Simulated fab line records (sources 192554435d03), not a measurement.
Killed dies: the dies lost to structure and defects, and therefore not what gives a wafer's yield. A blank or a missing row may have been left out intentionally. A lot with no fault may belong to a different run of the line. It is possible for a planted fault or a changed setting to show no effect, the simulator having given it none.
Which tool did it?    flow n5_finfet    Sampling: 8 lots, 22 wafers, 8 of 1938 route steps

## WHAT THE GAUGES SHOWED, per wafer
N5_BEOL_M2_OCD_MEAS_38. Usual: trench_depth_nm at 54.9 nm, with a standard deviation of 1.1.
lot   measured      on      trench_depth_nm (nm)  flag
L822  day 7 05:33   ocd-02  53.8 53.8 55.4        
L826  day 8 14:01   ocd-01  55.0 48.5             
L827  day 8 14:35   ocd-01  49.5 55.9             
L833  day 11 01:48  ocd-01  54.0 54.8 53.5        
L837  day 11 11:22  ocd-02  54.3 53.1 53.2        
L839  day 11 21:01  ocd-01  56.2 55.1 56.7        
L840  day 12 00:31  ocd-02  54.7 55.4 55.5        
L841  day 12 16:30  ocd-02  55.7 55.9 55.6        

N5_BEOL_M2_THK_MEAS_53: measures by xrf. Usual: M2_THK typically reads 38.8 nm, with standard deviation 1.7.
lot   measured      on             M2_THK (nm)     flag
L822  day 7 09:03   film_metro-01  38.7 39.4 40.4  
L826  day 8 18:08   film_metro-01  41.8 34.3       
L827  day 8 18:51   film_metro-01  34.0 42.0       
L833  day 11 05:40  film_metro-02  36.8 38.5 35.9  
L837  day 11 15:28  film_metro-01  36.8 37.0 35.9  
L839  day 12 00:28  film_metro-02  38.2 40.0 39.2  
L840  day 12 05:32  film_metro-02  37.9 38.9 38.2  
L841  day 12 20:29  film_metro-01  39.7 41.7 39.5  

N5_BEOL_M2_RS_MEAS_58: a four-point-probe measurement. Usual: M2_RS typically reads 0.68 ohm/sq, with standard deviation 0.037.
lot   measured      on             M2_RS (ohm/sq)  flag
L822  day 7 09:21   film_metro-02  0.69 0.68 0.65  
L826  day 8 18:23   film_metro-01  0.63 0.81       
L827  day 8 19:07   film_metro-01  0.80 0.61       
L833  day 11 05:55  film_metro-01  0.73 0.69 0.76  
L837  day 11 15:43  film_metro-01  0.73 0.72 0.75  
L839  day 12 00:44  film_metro-01  0.68 0.65 0.67  
L840  day 12 05:48  film_metro-02  0.71 0.69 0.70  
L841  day 12 20:48  film_metro-01  0.67 0.63 0.67  

N5_BEOL_M4_RC_MEAS_101. Usual: DIBL_N 36.5 mV/V, standard deviation 1.4; DIBL_P 36.6 mV/V, standard deviation 1.9; IOFF_N 0.167 nA/um, standard deviation 0.029; IOFF_P 0.21 nA/um, standard deviation 0.033; ION_N 674 uA/um, standard deviation 12; ION_P 460 uA/um, standard deviation 8.9; SS_N 71.6 mV/dec, standard deviation 0.57; SS_P 73.4 mV/dec, standard deviation 0.61; VT_N 249 mV, standard deviation 3.3; VT_P -250 mV, standard deviation 3.3.
lot   measured      on         DIBL_N (mV/V)   DIBL_P (mV/V)   IOFF_N (nA/um)     IOFF_P (nA/um)  ION_N (uA/um)  ION_P (uA/um)  SS_N (mV/dec)   SS_P (mV/dec)   VT_N (mV)    VT_P (mV)       flag
L822  day 8 13:14   prober-02  36.0 34.5 36.4  37.2 34.3 36.9  0.162 0.130 0.145  0.23 0.19 0.22  693 667 659    478 460 457    71.3 71.4 72.1  72.9 72.8 73.6  252 253 252  -252 -250 -250  
L826  day 9 18:14   prober-01  36.0 34.1       36.1 34.4       0.171 0.137        0.24 0.23       676 680        470 475        72.1 70.8       74.3 73.2       247 249      -244 -244       
L827  day 9 18:21   prober-02  36.2 37.7       35.3 38.0       0.164 0.191        0.18 0.23       669 679        453 467        72.0 72.2       72.7 74.1       249 245      -253 -249       
L833  day 11 23:48  prober-02  38.3 39.2 35.4  39.6 40.3 35.6  0.211 0.215 0.146  0.29 0.29 0.21  697 685 673    479 469 468    71.4 72.0 71.3  73.7 74.0 72.5  248 246 249  -245 -244 -250  
L837  day 13 01:41  prober-01  37.9 39.4 38.6  38.4 41.1 38.5  0.174 0.228 0.181  0.24 0.29 0.23  668 703 658    462 481 452    72.1 71.8 71.8  73.4 74.9 73.6  248 245 250  -251 -247 -251  
L839  day 13 01:34  prober-02  36.3 35.6 35.4  36.5 36.2 35.1  0.160 0.138 0.140  0.20 0.20 0.19  671 660 673    456 451 459    72.0 71.5 70.9  74.1 73.5 74.4  248 254 252  -253 -255 -253  
L840  day 13 07:11  prober-02  34.0 36.4 36.2  34.6 37.1 37.3  0.139 0.179 0.174  0.20 0.24 0.25  679 669 674    465 466 467    71.0 72.0 71.8  72.8 73.6 73.0  250 247 248  -249 -243 -245  
L841  day 13 16:08  prober-01  36.3 38.2 37.6  35.9 37.1 37.4  0.147 0.161 0.169  0.21 0.23 0.24  659 665 668    459 457 464    71.3 71.4 72.0  72.9 73.6 73.7  253 250 246  -249 -250 -249  

## WHICH TOOL RAN EACH LOT (tool, then ch and the chambers of the sampled wafers, then the start)
lot   N5_BEOL_M2_ETCH_74                  N5_BEOL_M2_ETCH_70                  N5_BEOL_M2_TRENCH_ETCH_37           N5_BEOL_M2_PRE_CLEAN_45
L822  rie_diel-05 ch 0,2,3, day 7 02:56   rie_diel-05 ch 1,2,3, day 7 05:11   rie_diel-05 ch 1,2,3, day 7 05:24   pvd_sputter-01, day 7 05:55
L826  rie_diel-02 ch 0,2, day 8 01:59     rie_diel-02 ch 1,3, day 8 13:40     rie_diel-02 ch 1,3, day 8 13:52     pvd_sputter-01, day 8 14:29
L827  rie_diel-06 ch 1,3, day 8 10:50     rie_diel-02 ch 0,3, day 8 14:14     rie_diel-02 ch 0,3, day 8 14:26     pvd_sputter-03, day 8 15:06
L833  rie_diel-06 ch 2,3, day 10 20:27    rie_diel-05 ch 0,3, day 11 01:26    rie_diel-05 ch 0,3, day 11 01:39    pvd_sputter-01, day 11 02:15
L837  rie_diel-06 ch 0,1, day 11 02:43    rie_diel-05 ch 0,1,3, day 11 11:01  rie_diel-05 ch 0,1,3, day 11 11:13  pvd_sputter-03, day 11 12:02
L839  rie_diel-02 ch 0,2, day 11 19:03    rie_diel-02 ch 0,1, day 11 20:40    rie_diel-02 ch 0,1, day 11 20:52    pvd_sputter-02, day 11 21:16
L840  rie_diel-02 ch 0,2,3, day 11 20:26  rie_diel-02 ch 0,2,3, day 12 00:09  rie_diel-02 ch 0,2,3, day 12 00:22  pvd_sputter-02, day 12 00:58
L841  rie_diel-06 ch 1,2,3, day 12 04:25  rie_diel-02 ch 0,2,3, day 12 16:08  rie_diel-02 ch 0,2,3, day 12 16:21  pvd_sputter-01, day 12 17:12
- N5_BEOL_M2_ETCH_74: etches underlayer in N2/H2, target depth 6.5 nm, time 5.2 s.
- N5_BEOL_M2_ETCH_70: etches SOC in N2/H2, target depth 80 nm, overetch 24 nm, time 130 s.
- N5_BEOL_M2_TRENCH_ETCH_37: etches SiOC in C4F6/O2, target depth 55.555 nm, time 29.2 s.
- N5_BEOL_M2_PRE_CLEAN_45: time 30 s.

## AS READ BY THE TOOLS THEMSELVES (means over the sampled wafers that have a number; for cases with no such wafer, the mark the record gives instead)
N5_BEOL_M2_ETCH_74. Usual: drypump_motor_current_A 5.6 A, standard deviation 0.56; etch_rf_on_time_s 5.22 s, standard deviation 0.14; oes_product_au 0.67 a.u., standard deviation 0.076; rf_vpp_V 524.1 V, standard deviation 2.8; showerhead_plenum_p_Torr 2.55 Torr, standard deviation 0.093; throttle_valve_pct 17.7 %, standard deviation 0.32.
lot   tool         drypump_motor_current_A (A)  etch_rf_on_time_s (s)  oes_product_au (a.u.)  rf_vpp_V (V)  showerhead_plenum_p_Torr (Torr)  throttle_valve_pct (%)  flag
L822  rie_diel-05  5.5                          5.30                   0.66                   523.5         2.52                             17.7                    
L826  rie_diel-02  5.5                          5.21                   0.74                   525.5         2.58                             17.4                    
L827  rie_diel-06  5.8                          5.24                   0.58                   525.0         2.55                             17.9                    
L833  rie_diel-06  6.5                          5.23                   0.59                   522.2         2.46                             18.2                    
L837  rie_diel-06  5.0                          5.05                   0.77                   525.3         2.63                             17.5                    
L839  rie_diel-02  5.6                          5.16                   0.70                   522.6         2.53                             17.4                    
L840  rie_diel-02  5.6                          5.22                   0.68                   525.6         2.56                             17.5                    
L841  rie_diel-06  6.1                          5.16                   0.65                   522.9         2.49                             17.9                    

N5_BEOL_M2_ETCH_70. Usual: drypump_motor_current_A 5.6 A, standard deviation 0.42; oes_product_au 0.59 a.u., standard deviation 0.052; rf_vpp_V 523.7 V, standard deviation 2.3; showerhead_plenum_p_Torr 2.54 Torr, standard deviation 0.082; temp_c 39.98 C, standard deviation 0.11; throttle_valve_pct 17.59 %, standard deviation 0.3.
lot   tool         drypump_motor_current_A (A)  oes_product_au (a.u.)  rf_vpp_V (V)  showerhead_plenum_p_Torr (Torr)  temp_c (C)  throttle_valve_pct (%)  flag
L822  rie_diel-05  5.3                          0.61                   523.3         2.53                             40.08       17.52                   
L826  rie_diel-02  5.9                          0.56                   525.5         2.59                             39.95       17.81                   
L827  rie_diel-02  5.8                          0.59                   522.8         2.52                             40.02       17.49                   
L833  rie_diel-05  5.3                          0.61                   521.8         2.47                             39.99       17.60                   
L837  rie_diel-05  5.1                          0.63                   522.6         2.48                             39.91       17.42                   
L839  rie_diel-02  5.8                          0.56                   523.5         2.50                             39.96       17.60                   
L840  rie_diel-02  5.6                          0.59                   524.8         2.56                             40.05       17.47                   
L841  rie_diel-02  5.6                          0.58                   524.8         2.56                             40.03       17.47                   

N5_BEOL_M2_TRENCH_ETCH_37. Usual: drypump_motor_current_A 5.6 A, standard deviation 0.42; oes_product_au 0.79 a.u., standard deviation 0.071; rf_vpp_V 667 V, standard deviation 17; showerhead_plenum_p_Torr 2.84 Torr, standard deviation 0.076; throttle_valve_pct 20.6 %, standard deviation 0.3.
lot   tool         drypump_motor_current_A (A)  oes_product_au (a.u.)  rf_vpp_V (V)  showerhead_plenum_p_Torr (Torr)  throttle_valve_pct (%)  flag
L822  rie_diel-05  5.3                          0.82                   662           2.84                             20.6                    
L826  rie_diel-02  5.9                          0.76                   674           2.89                             20.8                    
L827  rie_diel-02  5.8                          0.82                   662           2.82                             20.6                    
L833  rie_diel-05  5.3                          0.82                   658           2.79                             20.6                    
L837  rie_diel-05  5.2                          0.83                   654           2.78                             20.5                    
L839  rie_diel-02  5.8                          0.77                   675           2.81                             20.7                    
L840  rie_diel-02  5.6                          0.80                   673           2.86                             20.5                    
L841  rie_diel-02  5.6                          0.80                   672           2.86                             20.5                    

N5_BEOL_M2_PRE_CLEAN_45. Usual: heater_power_w at 349 W, with a standard deviation of 19.
lot   tool            heater_power_w (W)  flag
L822  pvd_sputter-01  335                 
L826  pvd_sputter-01  332                 
L827  pvd_sputter-03  346                 
L833  pvd_sputter-01  336                 
L837  pvd_sputter-03  356                 
L839  pvd_sputter-02  348                 
L840  pvd_sputter-02  340                 
L841  pvd_sputter-01  368                 

## THE ANSWER, worked out from the rows above alone
Rule: a lot counts as off when the mean over its wafers that have a number is more than 3 standard deviations away from the usual mean. A lot without any number at a reading at which 4 lots or more have one is off too. Any other lot the step has rows for is counted as sound. After the gauges, taken in route order, come the tools' own readings; for these a lot's mean is taken, as printed above. At the first step where some lot is off, the reading lying furthest off is the one used; lots without a number count as furthest.
Across all readings shown, no lot is off: no conclusion can be drawn from this.

## WHAT THE SIMULATOR HAD PUT IN
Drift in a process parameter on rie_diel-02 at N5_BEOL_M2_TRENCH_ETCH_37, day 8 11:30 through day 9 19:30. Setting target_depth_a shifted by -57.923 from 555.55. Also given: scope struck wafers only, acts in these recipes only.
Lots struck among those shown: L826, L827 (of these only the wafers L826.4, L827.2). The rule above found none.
